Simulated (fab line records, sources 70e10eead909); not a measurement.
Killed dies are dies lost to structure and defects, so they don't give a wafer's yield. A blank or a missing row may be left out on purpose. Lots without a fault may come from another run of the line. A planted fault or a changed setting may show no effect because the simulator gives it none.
Tool commonality check | flow nand_harc | 12 lots, 36 wafers sampled

WHY IT WAS OPENED
At NHARC_P_ZERO_WELL_CD_MEAS_52 the reading cd_nm is flagged on 1 of 12 lots. Wafers without a fault read 1999.8 nm, standard deviation 1.5.
Rule: a lot is flagged when every wafer of it that has a number lies more than 4 standard deviations from that mean, or none has a number. The other lots count as sound.

lot  | measured     | on        | cd_nm (nm), wafer by wafer | flag
L494 | day 2 01:38  | cd_sem-02 | 1999.2 2001.6 1999.2       |
L495 | day 2 12:30  | cd_sem-01 | 2000.1 1999.2 2001.2       |
L496 | day 2 21:44  | cd_sem-02 | 1999.4 2001.9 2001.7       |
L498 | day 3 17:47  | cd_sem-01 | 2000.4 1998.6 2003.3       |
L499 | day 4 03:43  | cd_sem-03 | 1741.9 1740.7 1738.4       | FLAGGED
L502 | day 5 10:14  | cd_sem-02 | 2000.1 1997.3 1998.9       |
L509 | day 8 07:44  | cd_sem-03 | 1998.7 1999.9 2000.7       |
L511 | day 9 03:53  | cd_sem-01 | 1996.8 1999.4 1999.3       |
L512 | day 9 13:55  | cd_sem-02 | 2000.8 2000.3 2002.3       |
L515 | day 10 21:30 | cd_sem-01 | 1999.7 2001.1 1997.6       |
L516 | day 11 05:49 | cd_sem-01 | 2001.6 1998.2 1999.1       |
L517 | day 11 15:45 | cd_sem-03 | 1997.5 1998.4 1999.6       |
The numbers of the flagged lots are 1740.3 nm on average: -259.5 nm against the usual, or -99 or more standard deviations.

WHICH TOOL RAN EACH LOT
The record holds 1 process step before the reading, out of a route of 1302 steps. In each cell: the tool, then ch and the chambers that the sampled wafers went through, then the start.
lot  | flag    | NHARC_P_ZERO_WELL_EXPOSE_49
L494 |         | krf_scanner-04 ch 0, day 2 01:29
L495 |         | krf_scanner-04 ch 0, day 2 12:20
L496 |         | krf_scanner-04 ch 0, day 2 21:35
L498 |         | krf_scanner-01 ch 0, day 3 17:39
L499 | FLAGGED | krf_scanner-04 ch 0, day 4 03:34
L502 |         | krf_scanner-01 ch 0, day 5 10:05
L509 |         | krf_scanner-02 ch 0, day 8 07:35
L511 |         | krf_scanner-04 ch 0, day 9 03:43
L512 |         | krf_scanner-02 ch 0, day 9 13:46
L515 |         | krf_scanner-02 ch 0, day 10 21:21
L516 |         | krf_scanner-01 ch 0, day 11 05:40
L517 |         | krf_scanner-02 ch 0, day 11 15:35
What these steps do:
- NHARC_P_ZERO_WELL_EXPOSE_49: exposes mask P HVPW, target cd 2000 nm.
- NHARC_P_ZERO_WELL_CD_MEAS_52: target cd 2000 nm.

FLAGGED OVER TOTAL, TOOL BY TOOL (the gauges that took the reading come last)
step                         | tool           | lots run | flagged | share of the flagged lots | sound lots run after its first flagged lot
NHARC_P_ZERO_WELL_EXPOSE_49  | krf_scanner-01 | 3        | 0       | none                      | -
NHARC_P_ZERO_WELL_EXPOSE_49  | krf_scanner-02 | 4        | 0       | none                      | -
NHARC_P_ZERO_WELL_EXPOSE_49  | krf_scanner-04 | 5        | 1       | all                       | 1 (L511)
NHARC_P_ZERO_WELL_CD_MEAS_52 | cd_sem-01      | 5        | 0       | none                      | -
NHARC_P_ZERO_WELL_CD_MEAS_52 | cd_sem-02      | 4        | 0       | none                      | -
NHARC_P_ZERO_WELL_CD_MEAS_52 | cd_sem-03      | 3        | 1       | all                       | 2 (L509,L517)

WHAT THE TABLE ALLOWS
2 rows of the table ran every flagged lot: krf_scanner-04 at NHARC_P_ZERO_WELL_EXPOSE_49, cd_sem-03 at NHARC_P_ZERO_WELL_CD_MEAS_52.
- krf_scanner-04 at NHARC_P_ZERO_WELL_EXPOSE_49: 1 of its 5 lots flagged. Sound lots ran on it after the first flagged one (L511), which a lasting fault on the whole tool wouldn't allow.
- cd_sem-03 at NHARC_P_ZERO_WELL_CD_MEAS_52: 1 of its 3 lots flagged. Sound lots ran on it after the first flagged one (L509, L517), which a lasting fault on the whole tool wouldn't allow.
No row of the table ran every flagged lot and no sound lot after the first.

WHAT THE SIMULATOR HAD PUT IN
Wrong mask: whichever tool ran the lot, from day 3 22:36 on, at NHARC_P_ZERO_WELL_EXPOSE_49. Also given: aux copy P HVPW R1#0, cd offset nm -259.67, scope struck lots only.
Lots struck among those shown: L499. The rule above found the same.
